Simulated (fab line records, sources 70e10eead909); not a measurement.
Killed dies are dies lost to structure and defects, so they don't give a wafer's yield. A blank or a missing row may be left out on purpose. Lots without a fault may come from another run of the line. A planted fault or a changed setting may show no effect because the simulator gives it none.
Chamber matching | flow nand_harc | NHARC_A_CHANNEL_FILL_D1_ETCHBACK_20 on rie_diel-06: 4 sister chambers
The step etches the open film in C4F8/O2/Ar, target depth 27 nm, time 13.5 s. 4 wafers are shown with their chamber, then 7 later ones without.

WAFERS WITH THEIR CHAMBER
wafer  | chamber | rf_vpp_V (V)
L280.3 | 2       | 980
L284.1 | 1       | 969
L299.1 | 3       | 980
L299.3 | 0       | 985

WAFERS WITHOUT THEIR CHAMBER
wafer  | rf_vpp_V (V)
L299.5 | 978
L301.3 | 977
L301.4 | 968
L301.6 | 978
L302.2 | 978
L302.4 | 979
L302.5 | 985

WHICH CHAMBER EACH WENT THROUGH
wafer  | from the rows above     | in truth
L299.5 | can't be placed: 2 or 3 | 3
L301.3 | can't be placed: 2 or 3 | 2
L301.4 | 1                       | 1
L301.6 | can't be placed: 2 or 3 | 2
L302.2 | can't be placed: 2 or 3 | 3
L302.4 | can't be placed: 2 or 3 | 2
L302.5 | 0                       | 0
Placed correctly: 2 of 7. Can't be placed from these rows: 5 (the true chamber is among the candidates in 5). Placed wrongly: 0.
How it was worked out, from the rows above alone: a wafer's distance from a chamber is the root of the sum, over the readings, of the square of ((its reading less the chamber's mean) divided by the reading's scatter). The wafer belongs to the nearest chamber; if the next one is less than 2 further off, it can't be placed. A chamber's mean is the mean of its shown wafers. The scatter: with one shown wafer a chamber, the root of the mean of the squares of how far each hidden wafer lies from its nearest shown one.
